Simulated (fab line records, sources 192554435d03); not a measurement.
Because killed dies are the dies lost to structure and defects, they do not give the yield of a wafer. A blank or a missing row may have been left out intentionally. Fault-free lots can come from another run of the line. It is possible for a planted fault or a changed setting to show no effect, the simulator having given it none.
The same fault as seen by 2 desks    flow n5 finfet    each desk has only its own numbers; what lay behind them comes last

== FOR THE TOOL OWNER'S DESK: ald metal-03 ==
The tool's own readings at N5_HKMG_FIN_ALD_79 (deposits TiN, target thk 1.5 nm, pulse time 1 s, purge time 3 s): means of the sampled wafers that have a number, for each lot that ran on this tool. A lot is out of limits, marked OUT, if its mean lies more than 4 standard deviations from the usual mean; the brackets give that distance.
Columns: A = heater power w at N5_HKMG_FIN_ALD_79, usual 875 W; B = precursor pulse height rel at N5_HKMG_FIN_ALD_79, usual 0.998; C = susceptor temp C at N5_HKMG_FIN_ALD_79, usual 399.95 C
lot   first seen here  A    B      C
L416  day 5 16:33      850  0.999  399.94
L425  day 7 19:59      896  1.012  400.21
Finding of this desk: none of the 2 lots has anything out of limits.

== FROM THE METROLOGY DESK ==
What the gauges read for every lot (on any tool): the sampled wafers with a number, averaged. A lot is out of limits, marked OUT, if its mean lies more than 4 standard deviations from the usual mean; the brackets give that distance.
Columns: A = cd nm at N5_HKMG_FIN_CD_MEAS_49, usual 202.0 nm
lot   first seen here  A
L410  day 3 22:16      202.1
L411  day 4 05:37      202.8
L412  day 4 09:38      202.0
L413  day 4 18:07      201.4
L414  day 4 21:37      202.4
L415  day 5 06:27      201.4
L416  day 5 14:57      202.7
L425  day 7 18:31      201.4
L428  day 8 15:06      201.5
L429  day 9 03:10      201.6
L432  day 9 13:03      201.9
Finding of this desk: none of the 11 lots has anything out of limits.

== BROUGHT TOGETHER ==
The desk of the tool owner found nothing out of limits.
At the metrology desk, nothing out of limits was observed.

== WHAT THE SIMULATOR PUT IN ==
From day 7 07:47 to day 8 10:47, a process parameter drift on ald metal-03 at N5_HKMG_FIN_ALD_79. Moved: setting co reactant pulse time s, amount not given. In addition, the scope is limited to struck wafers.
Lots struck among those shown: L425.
